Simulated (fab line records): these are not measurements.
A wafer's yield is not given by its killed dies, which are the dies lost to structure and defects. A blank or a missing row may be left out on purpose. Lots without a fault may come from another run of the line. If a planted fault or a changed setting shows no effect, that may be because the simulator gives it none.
A struck lot beside a sound one | flow nand-harc | 15 steps out of a route of 1159
Sound: these wafers, L139.2, L139.4, L139.5. Struck: wafer L143.3 (left out: L143.2, L143.4 of the same lot, which were not struck); the cause appears at the end.
For every step that has rows: the tool of each side, followed by ch and its chambers, followed by its first start. Under that, the readings that differ: sound wafers | struck wafers | difference of the means | sigmas: that difference in standard deviations of wafers without a fault.
alike: words and numbers the same on both sides, and readings whose means are apart by under 2 such deviations; not compared: readings that were withheld, readings missing a value for some wafer, numbers with overlapping values and no deviation given by the record, and bounds like >300 which may hide the same value.
Wherever a step has rows on one side only, a row that says differs or no value, or a row with sigmas, the two part there. Numbers that have no deviation but don't overlap get no sigmas and don't part them. A reading missing from all wafers of one side parts the sides only when that side holds two or more wafers.

NHARC_A_CONTACT_ETCH_137: etches the open film in C4F8/O2/Ar, time 132 s, target depth 1287 nm.
  sound on har-cap-etch-02 ch 0,1, day 17 21:53; struck on har-cap-etch-01 ch 0, day 19 21:46
  reading                | sound             | struck | difference | sigmas
  oes-air-line-au (a.u.) | 0.997 0.986 0.998 | 1.043  | +0.049     | +3
  alike: chamber-pressure-mTorr
  not compared: rf-hours-counter-h
then, 1 step without rows for these wafers: NHARC_A_CONTACT_ETCH_138 (etches the open film in C4F8/O2/Ar, time 132 s, target depth 1289 nm).
NHARC_A_CONTACT_ETCH_139: etches the open film in C4F8/O2/Ar, time 137 s, target depth 590 nm.
  sound on har-cap-etch-02 ch 0,1, day 17 22:08; struck on har-cap-etch-01 ch 0, day 19 22:01
  alike: chamber-pressure-mTorr, oes-air-line-au
  not compared: rf-hours-counter-h
NHARC_A_CONTACT_ETCH_92: etches the open film in CH3F/O2, target depth 40 nm, time 85.7 s.
  sound on rie-diel-03 ch 1,3, day 17 22:34; struck on rie-diel-03 ch 0, day 19 22:25
  reading                        | sound                | struck | difference | sigmas
  chamber-pressure-mTorr (mTorr) | 24.982 25.035 25.002 | 24.955 | -0.051     | -2
  alike: drypump-motor-current-A, o2-flow-sccm, oes-product-au, rf-vpp-V, showerhead-plenum-p-Torr, throttle-valve-pct
  not compared: rf-hours-counter-h
then, 1 step without rows for these wafers: NHARC_A_CONTACT_ETCH_98 (etches the open film in C4F6/O2, target depth 20 nm, time 10 s).
NHARC_A_CONTACT_CD_MEAS_15:
  sound on cd-sem-02, day 17 22:47; struck on cd-sem-02, day 19 22:38
  alike: cd-nm
then, 3 steps without rows for these wafers: NHARC_A_CONTACT_STRIP_107 (strips in N2/H2); NHARC_A_CONTACT_STRIP_108 (strips in CF4/CHF3); NHARC_A_CONTACT_STRIP_109 (strips in O2/COS).
NHARC_A_CONTACT_ETCH_110: etches the open film in CF4/O2, target depth 50 nm, overetch 5 nm, time 27.5 s.
  sound on rie-diel-03 ch 0,1,3, day 17 23:04; struck on rie-diel-06 ch 1, day 19 22:59
  reading               | sound             | struck | difference | sigmas
  oes-product-au (a.u.) | 0.993 0.998 0.975 | 1.017  | +0.028     | +2
  alike: chamber-pressure-mTorr, drypump-motor-current-A, o2-flow-sccm, rf-vpp-V, showerhead-plenum-p-Torr, throttle-valve-pct
  not compared: rf-hours-counter-h
then, 2 steps without rows for these wafers: NHARC_A_CONTACT_STRIP_26 (strips in O2); NHARC_A_CONTACT_STRIP_27 (strips in post etch residue remover, time 600 s).
NHARC_A_CONTACT_ALD_18: deposits TiN, target thk 3 nm, pulse time 1 s, ald cycles 150.
  sound on ald-metal-02 ch 2,3, day 17 23:43; struck on ald-metal-02 ch 0, day 19 23:38
  reading    | sound       | struck | difference | sigmas
  ald-cycles | 150 150 150 | 106    | -44        |
  alike: heater-power-w, precursor-pulse-height-rel
NHARC_A_CONTACT_CVD_19: deposits W, target thk 300 nm, time 802 s.
  sound: cvd-w-01 ch 0; struck: cvd-w-01 ch 1
  alike: heater-power-w, throttle-valve-pct
-- record jumps: 2 days between struck wafers' starts before vs after; left off in module A_CONTACT, resumes in module END, first step shown is number 1159 of the route --
NHARC_END_SORT_01:
  sound on prober-01 ch 0, day 20 17:10; struck on prober-01 ch 0, day 22 02:02
  alike: killed-at-array, killed-at-other, killed-at-periphery, killed-dies, killed-open, killed-short

== WHERE THEY PART ==
At NHARC_A_CONTACT_ETCH_137 first; at NHARC_A_CONTACT_ETCH_110 last (within this record only). Later steps at which nothing parts them and some readings are alike: NHARC_A_CONTACT_ALD_18, NHARC_A_CONTACT_CVD_19, NHARC_END_SORT_01.

WHY: the cause the simulator had injected
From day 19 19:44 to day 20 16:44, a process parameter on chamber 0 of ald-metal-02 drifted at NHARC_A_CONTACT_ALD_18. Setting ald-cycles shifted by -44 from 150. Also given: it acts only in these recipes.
